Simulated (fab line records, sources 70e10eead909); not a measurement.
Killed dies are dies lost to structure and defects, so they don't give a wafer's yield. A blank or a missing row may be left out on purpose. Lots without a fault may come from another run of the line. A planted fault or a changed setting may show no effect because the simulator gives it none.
fab line records | flow nand_harc
record lots=5 wafers=15 last_day=32
route steps=1302 shown A_CHANNEL_FILL_D2@615 A_STAIRCASE@639
lots that met no fault: from a run of the same line without faults
start_h: hours from the record's first day to the start of the lot's first wafer shown | wait_h: hours since the lot's step before | " the same as in the row above | L1.1+2: a row that stands for several wafers | - no value, or no start given | * or withheld: withheld | < > ~ a bound
route shown NAME@n: a module of which the file shows steps, and the number in the route of the first | usual: mean/standard deviation of fault-free wafers | same: alike in all rows | chamber/n: place in a boat | sites: the reading at each site | _std_site: their standard deviation | _edge_site: outer sites' mean less inner sites' | radius_mm: how far each site lies from the wafer's centre | mask NAME#n: copy n | behind: the tool/chamber that last shaped the wafer | hold: why the lot was held/for how many hours/how that ended | device: the transistor (n, p or np) that didn't switch | end of line: the same wafers' tests at the end of the route | a step without rows: its recipe alone | killed: dies lost to structure and defects at the first sort, not the wafer's yield | map: a wafer's dies, x killed, . not, _ none there
set.NAME: the setting as run; set.NAME@STEP: as run at that earlier step | model.NAME: the simulator's own value behind a step, which no gauge read
lots at some steps of the route; a table a step, a row a wafer
services: from which hour (start_h, from the record's first day; less than 0 if before it) a tool's chamber was out of use, for how many hours, and why
## steps
# step NHARC_A_CHANNEL_FILL_D2_ALD_15
# recipe target_thk_a=20 pulse_time_s=60 ald_cycles=19 temp_c=630 pressure_torr=2 material=SiNx
# usual precursor_pulse_height_rel=1.002/0.022
# columns lot.wafer tool chamber start_h wait_h precursor_pulse_height_rel
L078.3 ald_sin_batch-02 0 - - 1.034
L078.4 " 0 " " 0.977
L078.6 " 0 " " 0.982
L087.2 ald_sin_batch-02 0 438.36 3.2 1.007
L087.3 " 0 " " 0.995
L087.5 " 0 " " 0.987
L088.1 ald_sin_batch-01 0 461.50 3.2 1.007
L088.4 " 0 " " 0.983
L088.6 " 0 " " 1.002
L093.4 ald_sin_batch-03 0 - - 0.992
L093.5 " 0 " " 1.032
L093.6 " 0 " " 1.010
L094.1 ald_sin_batch-02 0 - - 1.018
L094.3 " 0 " " 0.990
L094.6 " 0 " " 0.959
# step NHARC_A_CHANNEL_FILL_D2_ALD_16
# recipe target_thk_a=15 pulse_time_s=10 ald_cycles=15 temp_c=300 material=SiO2
# usual heater_power_w=474/46 precursor_pulse_height_rel=0.997/0.02
# columns lot.wafer tool chamber start_h wait_h heater_power_w precursor_pulse_height_rel since_wet_clean_h
L078.4 ald_hk-01 1 345.90 0.0 467 0.994 31
L078.3 " 3 " " 470 1.014 31
L078.6 " 2 " " 556 1.000 -
L087.2 ald_hk-02 2 440.45 0.1 501 1.005 76
L087.3 " 0 " " 412 0.978 76
L087.5 " 1 " " 430 0.989 -
L088.4 ald_hk-02 3 463.52 0.0 457 1.007 99
L088.1 " 1 " " 439 0.971 99
L088.6 " 0 " " 412 0.991 -
L093.4 ald_hk-01 1 499.54 0.1 493 1.041 7
L093.5 " 2 " " 510 0.991 -
L093.6 " 3 " " 439 0.995 -
L094.3 ald_hk-01 1 515.67 0.1 500 0.995 23
L094.1 " 2 " " 520 1.004 23
L094.6 " 0 " " 507 0.995 -
# step NHARC_A_CHANNEL_FILL_D2_ANNEAL_17
# recipe temp_c=850 time_s=1800
# usual spike_tc_upper_C=850.1/1 zone_power_upper_pct=14.9/0.85
# columns lot.wafer tool chamber start_h wait_h spike_tc_upper_C zone_power_upper_pct
L078.3 furnace-01 0 349.34 - 851.1 15.9
L078.4 " 0 " " 849.0 15.7
L078.6 " 0 " " 849.5 15.7
L087.2 furnace-01 0 444.61 - 847.8 15.5
L087.3 " 0 " " 851.1 15.7
L087.5 " 0 " " 850.7 15.8
L088.1 furnace-01 0 469.14 - 848.1 16.1
L088.4 " 0 " " 850.2 15.9
L088.6 " 0 " " 851.7 15.7
L093.4 furnace-04 0 502.78 - 850.7 14.9
L093.5 " 0 " " 851.4 14.6
L093.6 " 0 " " 850.1 14.7
L094.1 furnace-04 0 518.94 - 852.1 15.0
L094.3 " 0 " " 848.8 15.0
L094.6 " 0 " " 850.0 14.6
# step NHARC_A_CHANNEL_FILL_D2_CVD_18
# recipe target_thk_a=30 temp_c=550 material=poly-Si
# usual spike_tc_upper_C=550.8/1.5 zone_power_upper_pct=6.79/0.26
# columns lot.wafer tool chamber start_h wait_h spike_tc_upper_C zone_power_upper_pct
L078.3 lpcvd_poly-02 0 355.75 - 550.1 6.95
L078.4 " 0 " " 549.6 6.99
L078.6 " 0 " " 550.5 6.96
L087.2 lpcvd_poly-04 0 451.21 - 549.8 7.14
L087.3 " 0 " " 548.8 7.20
L087.5 " 0 " " 549.2 7.06
L088.1 lpcvd_poly-01 0 475.69 - 551.9 6.60
L088.4 " 0 " " 552.0 6.55
L088.6 " 0 " " 551.6 6.43
L093.4 lpcvd_poly-01 0 509.37 - 552.6 6.57
L093.5 " 0 " " 551.1 6.59
L093.6 " 0 " " 553.1 6.56
L094.1 lpcvd_poly-02 0 525.42 - 550.3 7.06
L094.3 " 0 " " 551.6 6.99
L094.6 " 0 " " 550.6 7.04
# step NHARC_A_CHANNEL_FILL_D2_ETCHBACK_19
# recipe target_depth_a=50 time_s=1.7 hbr_flow_sccm=150 cl2_flow_sccm=50 rf_w=400 icp_w=400 bias_w=100 chemistry=HBr/Cl2
# usual bias_w=100.0/0.31 drypump_motor_current_A=5.6/0.48 oes_product_au=0.997/0.01 throttle_valve_pct=26.407/0.0092
# columns lot.wafer tool chamber start_h wait_h bias_w drypump_motor_current_A oes_product_au rf_hours_counter_h throttle_valve_pct
L078.3 rie_si-02 2 357.84 0.4 99.9 5.5 1.002 0.4 26.412
L078.4 " 2 " " 99.9 5.5 1.002 - 26.410
L078.6 " 3 " " 99.9 4.9 1.001 - 26.413
L087.3 rie_si-02 2 453.28 0.4 100.1 5.5 1.007 1.0 26.395
L087.2 " 0 " " 99.7 5.1 1.011 1.0 26.410
L087.5 " 2 " " 100.3 5.5 1.011 - 26.394
L088.4 rie_si-06 1 477.78 0.4 100.5 6.4 0.990 0.2 26.408
L088.1 " 2 " " 100.5 5.3 1.009 0.3 26.394
L088.6 " 0 " " 100.0 5.9 1.010 - 26.392
L093.4 rie_si-02 1 511.41 0.4 100.0 6.1 0.982 0.2 26.413
L093.5 " 1 " " 100.1 6.1 0.981 - 26.408
L093.6 " 2 " " 100.1 5.5 0.988 - 26.396
L094.3 rie_si-06 0 527.50 0.4 99.9 5.9 0.995 0.3 26.414
L094.1 " 1 " " 99.7 6.4 0.984 0.5 26.419
L094.6 " 0 " " 100.1 5.9 1.003 - 26.399
# step NHARC_A_CHANNEL_FILL_D2_ETCHBACK_20
# recipe target_depth_a=270 time_s=13.5 c4f8_flow_sccm=withheld o2_flow_sccm=8 ar_flow_sccm=withheld rf_w=600 bias_w=1500 chemistry=C4F8/O2/Ar
# usual bias_w=1500/4.3 oes_product_au=0.991/0.025 rf_vpp_V=977/4.8
# columns lot.wafer tool chamber start_h wait_h bias_w oes_product_au rf_hours_counter_h rf_vpp_V
L078.4 rie_diel-02 2 357.99 - 1497 0.998 19 978
L078.3 " 0 " " 1494 1.008 17 971
L078.6 " 1 " " 1496 0.991 - 986
L087.2 rie_diel-01 3 453.40 - 1503 1.013 2 977
L087.3 " 2 " " 1500 1.010 2 975
L087.5 " 3 " " 1502 1.021 - 978
L088.4 rie_diel-06 0 477.91 - 1503 0.992 4 984
L088.1 " 1 " " 1503 0.988 4 978
L088.6 " 2 " " 1496 0.970 - 978
L093.4 rie_diel-06 1 511.54 - 1499 1.019 1 980
L093.6 " 1 " " 1503 1.014 - 980
L093.5 " 2 " " 1496 1.000 - 978
L094.3 rie_diel-01 1 527.61 - 1500 1.003 4 969
L094.1 " 3 " " 1497 1.004 4 977
L094.6 " 2 " " 1501 0.994 - 976
# step NHARC_A_CHANNEL_FILL_D2_STRIP_28
# recipe time_s=20 o2_flow_sccm=500 ar_flow_sccm=0 bias_w=0 chemistry=O2
# usual drypump_motor_current_A=5.8/0.48 oes_product_au=1.001/0.0092 rf_vpp_V=57.7/0.8 showerhead_plenum_p_Torr=3.51/0.12 throttle_valve_pct=17.036/0.0093
# same bias_w=0
# columns lot.wafer tool chamber start_h wait_h drypump_motor_current_A oes_product_au rf_hours_counter_h rf_vpp_V showerhead_plenum_p_Torr throttle_valve_pct
L078.4 rie_diel-02 3 358.08 0.1 6.1 1.003 20 57.9 3.44 17.028
L078.3 " 1 " " 6.3 1.005 19 57.7 3.71 17.039
L078.6 " 2 " " 5.1 1.011 - 57.2 3.53 17.027
L087.2 rie_diel-01 3 453.50 0.1 5.8 1.006 2 57.7 3.49 17.024
L087.3 " 0 " " 4.9 0.983 2 58.4 3.67 17.045
L087.5 " 0 " " 4.9 0.992 - 56.4 3.67 17.052
L088.1 rie_diel-06 0 477.99 0.1 6.1 1.010 4 57.2 3.70 17.038
L088.4 " 2 " " 5.8 0.998 5 57.7 3.51 17.022
L088.6 " 1 " " 6.3 1.009 - 57.1 3.54 17.037
L093.4 rie_diel-06 3 511.64 0.1 6.4 1.007 1 58.2 3.41 17.032
L093.6 " 0 " " 6.1 0.982 - 58.5 3.70 17.027
L093.5 " 1 " " 6.2 1.007 - 57.4 3.54 17.045
L094.3 rie_diel-01 1 527.72 0.1 6.4 1.003 4 58.2 3.35 17.050
L094.1 " 2 " " 5.3 1.008 4 58.5 3.46 17.022
L094.6 " 2 " " 5.4 1.001 - 57.6 3.46 17.038
# step NHARC_A_CHANNEL_FILL_D2_PRECLEAN_21
# recipe time_s=30 chemistry=dHF
# columns lot.wafer tool chamber start_h wait_h
L078.4+3+6 wet_bench-03 1,3,4 358.18 -
L087.2+5+3 wet_bench-09 7,2,3 453.60 -
L088.4+6+1 wet_bench-09 7,0,3 478.08 -
L093.5+6+4 wet_bench-09 6,0,2 511.73 -
L094.6+3+1 wet_bench-09 4,6,7 527.83 -
# step NHARC_A_CHANNEL_FILL_D2_SRD_23
# columns lot.wafer tool chamber start_h wait_h
L078.4+3+6 wet_bench-03 1,3,4 358.20 0.0
L087.2+5+3 wet_bench-09 7,2,3 453.62 0.0
L088.4+6+1 wet_bench-09 7,0,3 478.11 0.0
L093.5+6+4 wet_bench-09 6,0,2 511.76 0.0
L094.6+3+1 wet_bench-09 4,6,7 527.85 0.0
# step NHARC_A_CHANNEL_FILL_D2_CVD_05
# recipe target_thk_a=50 temp_c=550 material=poly-Si
# usual spike_tc_upper_C=550.2/1.6 zone_power_upper_pct=6.92/0.23
# columns lot.wafer tool chamber start_h wait_h spike_tc_upper_C zone_power_upper_pct
L078.3 lpcvd_poly-04 0 362.20 4.0 548.7 7.04
L078.4 " 0 " " 549.8 7.19
L078.6 " 0 " " 548.3 7.12
L087.2 lpcvd_poly-04 0 455.89 2.3 549.4 7.12
L087.3 " 0 " " 549.1 7.05
L087.5 " 0 " " 549.0 7.13
L088.1 lpcvd_poly-02 0 480.46 - 551.3 6.96
L088.4 " 0 " " 550.0 7.02
L088.6 " 0 " " 551.9 6.99
L093.4 lpcvd_poly-04 0 514.03 2.3 548.2 7.09
L093.5 " 0 " " 548.3 7.12
L093.6 " 0 " " 550.1 7.18
L094.1 lpcvd_poly-04 0 530.12 2.3 548.1 7.11
L094.3 " 0 " " 549.6 7.03
L094.6 " 0 " " 548.4 6.98
# step NHARC_A_CHANNEL_FILL_D2_ANNEAL_22
# recipe temp_c=620 time_s=7200
# usual spike_tc_upper_C=619.7/1.2 zone_power_upper_pct=7.92/0.26
# columns lot.wafer tool chamber start_h wait_h spike_tc_upper_C zone_power_upper_pct
L078.3 furnace-04 0 369.75 5.7 619.8 8.05
L078.4 " 0 " " 621.5 8.22
L078.6 " 0 " " 618.5 7.99
L087.2 furnace-03 0 463.11 5.4 617.6 7.66
L087.3 " 0 " " 618.7 7.61
L087.5 " 0 " " 618.1 7.56
L088.1 furnace-04 0 485.73 3.4 618.8 8.03
L088.4 " 0 " " 620.5 8.10
L088.6 " 0 " " 619.7 8.18
L093.4 furnace-03 0 519.35 3.5 619.9 7.76
L093.5 " 0 " " 619.6 7.59
L093.6 " 0 " " 619.9 7.62
L094.1 furnace-04 0 535.38 3.4 620.1 8.00
L094.3 " 0 " " 619.7 8.06
L094.6 " 0 " " 620.2 8.09
# step NHARC_A_CHANNEL_FILL_D2_ALD_25
# recipe target_thk_a=600 pulse_time_s=10 ald_cycles=600 temp_c=300 material=SiOx
# usual heater_power_w=483/45 precursor_pulse_height_rel=1.000/0.018
# columns lot.wafer tool chamber start_h wait_h heater_power_w precursor_pulse_height_rel since_wet_clean_h
L078.4 ald_hk-02 0 373.83 0.0 418 0.995 10
L078.3 " 1 " " 429 0.993 11
L078.6 " 0 376.27 2.5 411 0.995 -
L087.2 ald_hk-01 1 468.45 1.3 468 1.001 155
L087.3 " 2 " " 552 1.014 156
L087.5 " 3 " " 461 1.006 -
L088.4 ald_hk-02 1 489.82 0.0 428 1.020 126
L088.1 " 3 491.07 1.3 442 0.987 127
L088.6 " 1 492.32 2.5 448 0.998 -
L093.4 ald_hk-04 1 524.69 1.3 493 1.045 81
L093.5 " 3 525.92 2.5 543 0.993 -
L093.6 " 0 " " 531 1.016 -
L094.1 ald_hk-04 3 540.70 1.3 534 1.011 97
L094.3 " 0 " " 532 1.017 98
L094.6 " 2 542.53 3.1 412 1.032 -
# step NHARC_A_CHANNEL_FILL_D2_ETCHBACK_08
# recipe target_depth_a=2200 time_s=110 c4f8_flow_sccm=20 ar_flow_sccm=withheld rf_w=600 bias_w=300 chemistry=C4F8
# usual oes_product_au=0.96/0.036 rf_vpp_V=440.8/2.2
# columns lot.wafer tool chamber start_h wait_h oes_product_au rf_hours_counter_h rf_vpp_V
L078.3 rie_diel-01 2 - - 1.00 5 440.0
L078.4 " 3 " " 1.01 4 441.3
L078.6 " 2 " " 1.00 - 440.1
L087.3 rie_diel-06 1 - - 0.94 4 442.1
L087.2 " 2 " " 0.93 4 441.1
L087.5 " 1 " " 0.95 - 440.3
L088.4 rie_diel-06 1 - - 1.01 0 441.4
L088.1 " 3 " " 1.00 0 438.4
L088.6 " 0 " " 0.99 - 444.1
L093.4 rie_diel-06 0 - - 0.92 1 444.1
L093.5 " 0 " " 0.92 - 442.9
L093.6 " 1 " " 0.93 - 442.4
L094.1 rie_diel-01 1 - - 0.93 5 437.6
L094.3 " 2 " " 0.92 5 440.8
L094.6 " 2 " " 0.93 - 439.6
# step NHARC_A_CHANNEL_FILL_D2_STRIP_29
# recipe time_s=20 o2_flow_sccm=500 ar_flow_sccm=0 bias_w=0 chemistry=O2
# usual drypump_motor_current_A=5.9/0.44 oes_product_au=1.002/0.0081 rf_vpp_V=57.6/0.89 showerhead_plenum_p_Torr=3.52/0.11 throttle_valve_pct=17.037/0.009
# same bias_w=0
# columns lot.wafer tool chamber start_h wait_h drypump_motor_current_A oes_product_au rf_hours_counter_h rf_vpp_V showerhead_plenum_p_Torr throttle_valve_pct
L078.3 rie_diel-01 0 - - 4.9 0.988 4 59.3 3.67 17.043
L078.4 " 1 " " 6.4 1.008 4 58.2 3.35 17.026
L078.6 " 2 " " 5.3 0.987 - 56.6 3.46 17.025
L087.2 rie_diel-06 1 - - 6.2 1.001 4 58.3 3.54 17.046
L087.3 " 2 " " 5.9 1.003 5 59.2 3.51 17.035
L087.5 " 1 " " 6.2 0.996 - 57.2 3.54 17.036
L088.4 rie_diel-06 3 - - 6.4 1.004 0 56.8 3.41 17.021
L088.1 " 0 " " 6.1 0.989 0 59.9 3.70 17.027
L088.6 " 1 " " 6.3 1.010 - 58.1 3.54 17.040
L093.4 rie_diel-06 3 - - 6.4 0.997 1 55.6 3.41 17.045
L093.6 " 3 " " 6.4 1.003 - 57.0 3.41 17.043
L093.5 " 0 " " 6.1 1.007 - 57.1 3.70 17.048
L094.3 rie_diel-01 2 545.18 0.1 5.3 0.996 5 56.7 3.46 17.038
L094.1 " 1 " " 6.4 1.001 5 57.6 3.35 17.028
L094.6 " 2 " " 5.3 1.002 - 57.4 3.46 17.045
# step NHARC_A_CHANNEL_FILL_D2_PRECLEAN_30
# recipe time_s=30 chemistry=dHF
# columns lot.wafer tool chamber start_h wait_h
L078.3+6+4 wet_bench-03 2,5,7 379.59 -
L087.3+2+5 wet_bench-09 4,0,1 473.05 -
L088.1+4+6 wet_bench-09 7,1,3 495.66 -
L093.5+6+4 wet_bench-03 1,5,6 529.26 -
L094.6+1+3 wet_bench-07 5,1,2 545.28 -
# step NHARC_A_CHANNEL_FILL_D2_SRD_31
# columns lot.wafer tool chamber start_h wait_h
L078.3+6+4 wet_bench-03 2,5,7 379.61 0.0
L087.3+2+5 wet_bench-09 4,0,1 473.08 0.0
L088.1+4+6 wet_bench-09 7,1,3 495.68 0.0
L093.5+6+4 wet_bench-03 1,5,6 - -
L094.6+1+3 wet_bench-07 5,1,2 545.31 0.0
# step NHARC_A_CHANNEL_FILL_D2_CVD_09
# recipe target_thk_a=1500 temp_c=620 pressure_mtorr=200 time_s=3000 material=poly-Si
# usual spike_tc_upper_C=620.1/1.4 zone_power_upper_pct=8.48/0.23
# columns lot.wafer tool chamber start_h wait_h spike_tc_upper_C zone_power_upper_pct
L078.3 lpcvd_poly-01 0 382.05 2.4 622.7 7.95
L078.4 " 0 " " 622.3 8.01
L078.6 " 0 " " 622.3 8.08
L087.2 lpcvd_poly-02 0 475.42 2.3 620.3 8.54
L087.3 " 0 " " 620.2 8.79
L087.5 " 0 " " 620.4 8.55
L088.1 lpcvd_poly-04 0 497.96 2.3 619.1 8.42
L088.4 " 0 " " 619.7 8.52
L088.6 " 0 " " 617.6 8.69
L093.4 lpcvd_poly-02 0 531.63 2.3 620.4 8.53
L093.5 " 0 " " 620.5 8.58
L093.6 " 0 " " 620.4 8.44
L094.1 lpcvd_poly-04 0 547.58 2.3 618.6 8.60
L094.3 " 0 " " 618.6 8.65
L094.6 " 0 " " 620.0 8.61
# step NHARC_A_CHANNEL_FILL_D2_CMP_10
# recipe target_thk_nm=150
# usual motor_current_A=12.0/0.94 pad_life_wafers=188/120 time_to_endpoint_s=14.7/2.5
# columns lot.wafer tool chamber start_h wait_h motor_current_A pad_life_wafers time_to_endpoint_s
L078.3 cmp-01 1 385.27 0.4 10.9 332 15.8
L078.4 " 2 " " 12.5 333 15.3
L078.6 " 3 " " 12.3 - 15.1
L087.2 cmp-01 1 478.60 0.4 11.0 354 15.7
L087.3 " 2 " " 12.4 355 14.5
L087.5 " 1 " " 10.7 - 18.5
L088.1 cmp-03 0 501.14 0.4 12.1 121 19.1
L088.4 " 1 " " 13.2 122 18.4
L088.6 " 3 " " 12.1 - 20.1
L093.4 cmp-04 0 534.90 0.4 14.5 116 14.0
L093.6 " 2 " " 11.0 - 10.4
L093.5 " 3 " " 10.9 - 13.8
L094.1 cmp-04 2 550.81 0.4 11.9 194 14.2
L094.3 " 3 " " 11.5 195 17.2
L094.6 " 1 " " 12.5 - 17.3
# step NHARC_A_CHANNEL_FILL_D2_SRD_12
# columns lot.wafer tool chamber start_h wait_h
L078.4+3+6 wet_bench-03 5,7,0 385.52 0.0
L087.5+3+2 wet_bench-07 5,6,0 478.91 0.0
L088.6+1+4 wet_bench-09 6,7,0 501.42 0.0
L093.5+6+4 wet_bench-03 2,3,4 535.15 0.0
L094.1+3+6 wet_bench-03 1,2,3 551.07 0.1
# step NHARC_A_CHANNEL_FILL_D2_RTA_24
# recipe temp_c=1000 time_s=5
# usual lamp_power_pct=27.3/1.2 lamp_zone_4_pct=27.3/1.2 lamp_zone_5_pct=27.3/1.2 wafer_temp_C_max=1004.8/1.6
# columns lot.wafer tool chamber start_h wait_h lamp_power_pct lamp_zone_4_pct lamp_zone_5_pct wafer_temp_C_max
L078.3 rtp_anneal-02 0 385.69 0.1 28.7 28.7 28.7 1004.6
L078.4 " 0 " " 28.7 28.7 28.7 1005.3
L078.6 " 0 " " 28.7 28.7 28.7 1005.8
L087.2 rtp_anneal-02 0 479.05 0.1 28.8 28.7 28.8 1007.9
L087.3 " 0 " " 28.7 28.7 28.7 1007.0
L087.5 " 0 " " 28.7 28.8 28.8 1006.0
L088.1 rtp_anneal-01 0 501.53 0.0 26.2 26.2 26.2 1004.7
L088.4 " 0 " " 26.2 26.2 26.2 1002.4
L088.6 " 0 " " 26.2 26.2 26.2 1003.1
L093.4 rtp_anneal-01 0 535.35 0.1 26.2 26.3 26.2 1004.2
L093.5 " 0 " " 26.2 26.2 26.2 1003.3
L093.6 " 0 " " 26.2 26.2 26.2 1003.5
L094.1 rtp_anneal-01 0 551.37 0.2 26.1 26.2 26.2 1003.5
L094.3 " 0 " " 26.2 26.2 26.2 1003.7
L094.6 " 0 " " 26.2 26.2 26.2 1003.2
# step NHARC_A_CHANNEL_FILL_D2_INSPECT_13
# usual raw_defect_count=370/120
# columns lot.wafer tool chamber start_h wait_h raw_defect_count
L078.3 defect_inspect-02 - 385.84 0.1 786
L078.4 " - " " 455
L078.6 " - " " 276
L087.2 defect_inspect-01 - 479.22 0.1 207
L087.3 " - " " 199
L087.5 " - " " 165
L088.1 defect_inspect-01 - 501.73 0.2 341
L088.4 " - " " 245
L088.6 " - " " 348
L093.4 defect_inspect-01 - 535.46 0.1 411
L093.5 " - " " 252
L093.6 " - " " 221
L094.1 defect_inspect-01 - 551.57 0.2 232
L094.3 " - " " 356
L094.6 " - " " 211
# step NHARC_A_STAIRCASE_DEP_156
# recipe target_thk_a=500 temp_c=400 target_thk_nm=50 flow_sccm=200 rf_w=450 material=SiNx
# usual heater_power_w=756/110
# columns lot.wafer tool chamber start_h wait_h heater_power_w since_wet_clean_h
L078.3 pecvd-03 0 385.90 0.1 736 6
L078.6 " 1 " " 735 -
L078.4 " 2 " " 624 -
L087.2 pecvd-02 2 479.29 0.1 669 58
L087.3 " 1 " " 876 58
L087.5 " 1 " " 878 -
L088.1 pecvd-03 0 501.90 0.2 805 122
L088.6 " 2 " " 601 -
L088.4 " 1 " " 828 -
L093.5 pecvd-01 1 535.61 0.2 869 -
L093.6 " 2 " " 646 -
L093.4 " 0 " " 730 -
L094.1 pecvd-01 0 551.64 0.1 857 45
L094.3 " 2 " " 649 45
L094.6 " 1 " " 1006 -
# step NHARC_A_STAIRCASE_DEHYDRATE_158
# recipe temp_c=150 time_s=120
# usual heater_power_total_W=182.5/1.3
# columns lot.wafer tool chamber start_h wait_h heater_power_total_W
L078.3 litho_track-03 0 386.17 0.2 184.3
L078.4 " 0 " " 184.8
L078.6 " 0 " " 183.9
L087.2 litho_track-03 0 479.56 0.2 183.4
L087.3 " 0 " " 184.0
L087.5 " 0 " " 184.8
L088.1 litho_track-05 0 502.14 0.2 184.6
L088.4 " 0 " " 182.6
L088.6 " 0 " " 181.1
L093.4 litho_track-05 0 535.80 0.1 182.0
L093.5 " 0 " " 182.4
L093.6 " 0 " " 181.2
L094.1 litho_track-02 0 551.91 0.2 182.2
L094.3 " 0 " " 183.1
L094.6 " 0 " " 183.1
# step NHARC_A_STAIRCASE_HMDS_159
# recipe time_s=30
# columns lot.wafer tool chamber start_h wait_h
L078.3+4+6 litho_track-03 0 - -
L087.2+3+5 litho_track-03 0 - -
L088.1+4+6 litho_track-05 0 - -
L093.4+5+6 litho_track-05 0 - -
L094.1+3+6 litho_track-02 0 - -
# step NHARC_A_STAIRCASE_COAT_160
# recipe spin_rpm=1200
# columns lot.wafer tool chamber start_h wait_h
L078.3+4+6 litho_track-03 0 - -
L087.2+3+5 litho_track-03 0 - -
L088.1+4+6 litho_track-05 0 - -
L093.4+5+6 litho_track-05 0 - -
L094.1+3+6 litho_track-02 0 - -
# step NHARC_A_STAIRCASE_SOFTBAKE_161
# recipe temp_c=135 time_s=170
# usual heater_power_total_W=134.5/0.96
# columns lot.wafer tool chamber start_h wait_h heater_power_total_W
L078.3 litho_track-03 0 - - 135.4
L078.4 " 0 " " 134.3
L078.6 " 0 " " 135.1
L087.2 litho_track-03 0 - - 135.6
L087.3 " 0 " " 133.2
L087.5 " 0 " " 133.2
L088.1 litho_track-05 0 - - 134.3
L088.4 " 0 " " 133.3
L088.6 " 0 " " 133.3
L093.4 litho_track-05 0 - - 133.3
L093.5 " 0 " " 133.3
L093.6 " 0 " " 133.8
L094.1 litho_track-02 0 - - 133.3
L094.3 " 0 " " 134.2
L094.6 " 0 " " 134.7
# step NHARC_A_STAIRCASE_EBR_162
# columns lot.wafer tool chamber start_h wait_h
L078.3+4+6 litho_track-03 0 - -
L087.2+3+5 litho_track-03 0 - -
L088.1+4+6 litho_track-05 0 - -
L093.4+5+6 litho_track-05 0 - -
L094.1+3+6 litho_track-02 0 - -
# step NHARC_A_STAIRCASE_EXPOSE_163
# recipe na=0.5 dose_mj=20.01 mask_id=STAIR_OPEN
# usual stage_vel_mm_s=500.03/0.22
# columns lot.wafer tool chamber start_h wait_h mask stage_vel_mm_s
L078.3 krf_scanner-02 0 386.52 - STAIR_OPEN#0 500.02
L078.4 " 0 " " STAIR_OPEN#0 499.98
L078.6 " 0 " " STAIR_OPEN#0 500.32
L087.2 krf_scanner-03 0 479.89 - STAIR_OPEN#0 500.38
L087.3 " 0 " " STAIR_OPEN#0 500.04
L087.5 " 0 " " STAIR_OPEN#0 499.90
L088.1 krf_scanner-02 0 502.47 - STAIR_OPEN#0 499.91
L088.4 " 0 " " STAIR_OPEN#0 500.32
L088.6 " 0 " " STAIR_OPEN#0 499.87
L093.4 krf_scanner-03 0 536.15 - STAIR_OPEN#0 499.74
L093.5 " 0 " " STAIR_OPEN#0 500.11
L093.6 " 0 " " STAIR_OPEN#0 500.15
L094.1 krf_scanner-01 0 552.24 - STAIR_OPEN#0 500.24
L094.3 " 0 " " STAIR_OPEN#0 499.96
L094.6 " 0 " " STAIR_OPEN#0 499.91
# step NHARC_A_STAIRCASE_PEB_164
# recipe peb_temp_c=115 peb_time_s=130
# usual heater_power_total_W=123.89/0.17
# columns lot.wafer tool chamber start_h wait_h heater_power_total_W
L078.3 litho_track-05 0 386.57 0.1 123.88
L078.4 " 0 " " 123.67
L078.6 " 0 " " 124.09
L087.2 litho_track-02 0 479.95 0.1 124.07
L087.3 " 0 " " 123.99
L087.5 " 0 " " 123.99
L088.1 litho_track-02 0 502.53 0.1 123.72
L088.4 " 0 " " 123.77
L088.6 " 0 " " 124.03
L093.4 litho_track-02 0 536.20 0.0 123.81
L093.5 " 0 " " 123.95
L093.6 " 0 " " 124.13
L094.1 litho_track-03 0 552.31 0.1 123.93
L094.3 " 0 " " 123.97
L094.6 " 0 " " 123.92
# step NHARC_A_STAIRCASE_DEVELOP_165
# recipe time_s=140
# columns lot.wafer tool chamber start_h wait_h
L078.3+4+6 litho_track-05 0 - -
L087.2+3+5 litho_track-02 0 - -
L088.1+4+6 litho_track-02 0 - -
L093.4+5+6 litho_track-02 0 - -
L094.1+3+6 litho_track-03 0 - -
# step NHARC_A_STAIRCASE_HARDBAKE_167
# recipe temp_c=120 time_s=140
# usual heater_power_total_W=127.34/0.21
# columns lot.wafer tool chamber start_h wait_h heater_power_total_W
L078.3 litho_track-03 0 386.80 - 127.53
L078.4 " 0 " " 127.26
L078.6 " 0 " " 127.42
L087.2 litho_track-02 0 480.18 - 127.02
L087.3 " 0 " " 127.59
L087.5 " 0 " " 127.13
L088.1 litho_track-05 0 502.75 - 127.34
L088.4 " 0 " " 127.61
L088.6 " 0 " " 127.29
L093.4 litho_track-03 0 536.43 - 127.20
L093.5 " 0 " " 127.52
L093.6 " 0 " " 127.60
L094.1 litho_track-05 0 552.52 - 127.08
L094.3 " 0 " " 126.97
L094.6 " 0 " " 127.42
# step NHARC_A_STAIRCASE_DESCUM_168
# recipe time_s=3 o2_flow_sccm=200 ar_flow_sccm=0 bias_power_w=0 chemistry=O2
# usual drypump_motor_current_A=5.7/0.37 oes_product_au=0.999/0.0093 rf_vpp_V=57.8/0.98 showerhead_plenum_p_Torr=1.91/0.1 throttle_valve_pct=11.312/0.0086
# columns lot.wafer tool chamber start_h wait_h drypump_motor_current_A oes_product_au rf_hours_counter_h rf_vpp_V showerhead_plenum_p_Torr throttle_valve_pct
L078.4 rie_diel-10 3 386.89 - 5.5 0.999 46 56.7 1.76 11.320
L078.3 " 0 " " 5.2 1.002 42 57.5 1.87 11.325
L078.6 " 0 " " 5.2 0.996 - 57.5 1.87 11.307
L087.2 rie_diel-10 1 480.27 - 6.0 0.994 17 57.2 1.79 11.308
L087.3 " 3 " " 5.5 0.991 23 59.0 2.07 11.319
L087.5 " 1 " " 6.0 0.997 - 58.0 1.79 11.310
L088.4 rie_diel-08 1 502.84 - 5.8 0.971 43 57.9 1.97 11.312
L088.1 " 0 " " 5.8 1.006 43 59.7 1.99 11.313
L088.6 " 2 " " 5.7 1.015 - 57.8 1.98 11.327
L093.4 rie_diel-10 2 536.52 - 5.0 1.001 37 58.7 1.90 11.325
L093.6 " 0 " " 5.2 1.022 - 58.0 1.85 11.303
L093.5 " 1 " " 6.0 0.991 - 56.5 1.78 11.321
L094.3 rie_diel-03 1 552.62 - 6.3 0.999 22 57.3 1.78 11.307
L094.1 " 2 " " 5.6 1.006 31 58.3 2.07 11.321
L094.6 " 1 " " 6.3 0.986 - 57.7 1.78 11.315
## services
# columns tool chamber start_h hours kind
rie_diel-01 1 335.62 5.2 repair
rie_diel-01 0 351.71 2.8 repair
wet_bench-09 - 352.80 8.0 pm
rie_diel-01 2 364.37 2.4 repair
ald_hk-02 - 372.83 0.7 repair
rie_diel-06 1 376.18 7.0 repair
rie_diel-01 - 380.81 9.0 pm
wet_bench-03 - 386.40 8.0 pm
litho_track-02 - 402.00 7.0 pm
rie_diel-06 1 402.89 6.4 repair
rie_diel-01 3 410.56 1.2 repair
rie_diel-01 3 431.86 5.0 repair
rie_diel-06 1 442.84 1.4 repair
litho_track-03 - 450.00 7.0 pm
litho_track-05 - 474.00 7.0 pm
ald_hk-01 - 482.64 10.0 pm
rie_diel-06 - 484.20 9.0 pm
rie_diel-06 0 514.63 9.6 repair
rie_diel-06 - 515.45 0.4 repair
rie_diel-01 0 523.80 4.2 repair
rie_diel-01 2 524.22 2.5 repair
wet_bench-09 - 528.80 8.0 pm
ald_hk-02 - 532.96 10.0 pm
rie_diel-01 3 539.94 8.5 repair
## key
fault none
